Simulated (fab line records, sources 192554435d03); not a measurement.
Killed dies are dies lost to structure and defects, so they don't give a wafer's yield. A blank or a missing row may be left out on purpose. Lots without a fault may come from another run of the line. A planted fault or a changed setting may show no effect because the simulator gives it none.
Split-lot experiment | flow n5_finfet | 7 lots, 39 wafers read, on a route of 1938 steps

THE SPLIT
At N5_WELL_APT_EXPOSE_22 (exposes mask PWELL, defocus 0 nm, target cd 200 nm), the setting dose_mj was moved away from the recipe's 23.2 on 9 of the 39 wafers read, by -4.1% to +4.7%. The other wafers ran this setting at the recipe's value.

FROM THE SPLIT TO THE READING: what the file shows between them, 3 steps
- N5_WELL_APT_PEB_23: peb time 90 s
- N5_WELL_APT_DEVELOP_24: develop time 45 s
- N5_WELL_APT_HARDBAKE_29: time 120 s

THE READING
cd_nm, in nm, at N5_WELL_APT_CD_MEAS_25 (target cd 200 nm). Fault-free wafers of this fab line usually give 200.5 nm, standard deviation 2.1 nm.

wafer  | tool, chamber at the split | dose_mj as run | against the recipe | cd_nm, nm | against lot-mates on the recipe
L075.1 | krf_scanner-01, 0          | 22.26          | -4.1%              | 194.6     | -8.3
L075.2 | krf_scanner-01, 0          | 23.2           | recipe             | 200.7     | -
L075.3 | krf_scanner-01, 0          | 23.2           | recipe             | 204.3     | -
L075.4 | krf_scanner-01, 0          | 22.26          | -4.1%              | 196.1     | -6.8
L075.5 | krf_scanner-01, 0          | 22.26          | -4.1%              | 195.6     | -7.3
L075.6 | krf_scanner-01, 0          | 23.2           | recipe             | 203.8     | -
L077.1 | krf_scanner-01, 0          | 23.2           | recipe             | 199.2     | -
L077.2 | krf_scanner-01, 0          | 23.2           | recipe             | 199.9     | -
L077.3 | krf_scanner-01, 0          | 23.2           | recipe             | 196.8     | -
L077.4 | krf_scanner-01, 0          | 23.2           | recipe             | 197.7     | -
L077.5 | krf_scanner-01, 0          | 23.2           | recipe             | 198.7     | -
L077.6 | krf_scanner-01, 0          | 23.2           | recipe             | 196.8     | -
L079.1 | krf_scanner-01, 0          | 23.2           | recipe             | 204.4     | -
L079.2 | krf_scanner-01, 0          | 23.2           | recipe             | 201.5     | -
L079.3 | krf_scanner-01, 0          | 23.2           | recipe             | 204.0     | -
L079.4 | krf_scanner-01, 0          | 23.2           | recipe             | 204.5     | -
L079.5 | krf_scanner-01, 0          | 23.2           | recipe             | 202.6     | -
L079.6 | krf_scanner-01, 0          | 23.2           | recipe             | 202.2     | -
L088.1 | krf_scanner-02, 0          | 23.2           | recipe             | 199.5     | -
L088.2 | krf_scanner-02, 0          | 23.2           | recipe             | 202.2     | -
L088.3 | krf_scanner-02, 0          | 23.2           | recipe             | 199.5     | -
L088.4 | krf_scanner-02, 0          | 23.2           | recipe             | 201.4     | -
L088.5 | krf_scanner-02, 0          | 23.2           | recipe             | 199.6     | -
L088.6 | krf_scanner-02, 0          | 23.2           | recipe             | 200.9     | -
L091.1 | krf_scanner-01, 0          | 22.27          | -4.0%              | 189.9     | -8.3
L091.2 | krf_scanner-01, 0          | 23.2           | recipe             | 198.5     | -
L091.3 | krf_scanner-01, 0          | 23.2           | recipe             | 198.4     | -
L091.4 | krf_scanner-01, 0          | 22.27          | -4.0%              | 190.5     | -7.7
L091.5 | krf_scanner-01, 0          | 23.2           | recipe             | 197.7     | -
L091.6 | krf_scanner-01, 0          | 22.27          | -4.0%              | 191.4     | -6.8
L092.1 | krf_scanner-01, 0          | 24.28          | +4.7%              | 207.0     | +5.7
L092.2 | krf_scanner-01, 0          | 24.28          | +4.7%              | 205.8     | +4.5
L092.3 | krf_scanner-01, 0          | 23.2           | recipe             | 201.6     | -
L092.4 | krf_scanner-01, 0          | 24.28          | +4.7%              | 207.8     | +6.5
L092.5 | krf_scanner-01, 0          | 23.2           | recipe             | 201.4     | -
L092.6 | krf_scanner-01, 0          | 23.2           | recipe             | 200.9     | -
L094.2 | krf_scanner-01, 0          | 23.2           | recipe             | 201.7     | -
L094.3 | krf_scanner-01, 0          | 23.2           | recipe             | 202.2     | -
L094.6 | krf_scanner-01, 0          | 23.2           | recipe             | 202.5     | -

THE FIT
A straight line over all 39 wafers: cd_nm changes by +1.66 nm for each +1% of dose_mj; r = +0.83; the points scatter about the line by 2.3 nm.
The same after taking each lot's own level away (the mean of its wafers on the recipe; 39 wafers): +1.58 nm for each +1%; r = +0.94; scatter 1.2 nm.
On that fit, the largest move of dose_mj shifts the reading by 7.4 nm.
The lots' own levels span 198.18 to 203.20 nm, that is 2.4 times the standard deviation above.
So the lot-to-lot level changes the slope little: the two slopes agree.
Check: with one of the wafers moved furthest among these (+4.7%) left out of the fit, the line predicts +7.34 nm for it against its lot-mates. It came out at +5.7 nm against them.

THE WHOLE CHAIN: every reading that the file lists as answering this split, in the file's order
step                   | what it does             | reading                                                         | change (the file's fit)              | r (the file's)
N5_WELL_APT_CD_MEAS_25 | target cd 200 nm         | cd_nm                                                           | +1.6 nm for each +1% of the setting  | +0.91
N5_WELL_APT_DESCUM_30  | chemistry O2, time 7.9 s | WELL_APT.cd_nm (the simulator's own value, which no gauge read) | +1.62 nm for each +1% of the setting | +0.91

THE FILE'S OWN FIT
cd_nm changes by +1.6 nm for each +1% of dose_mj, r = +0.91.
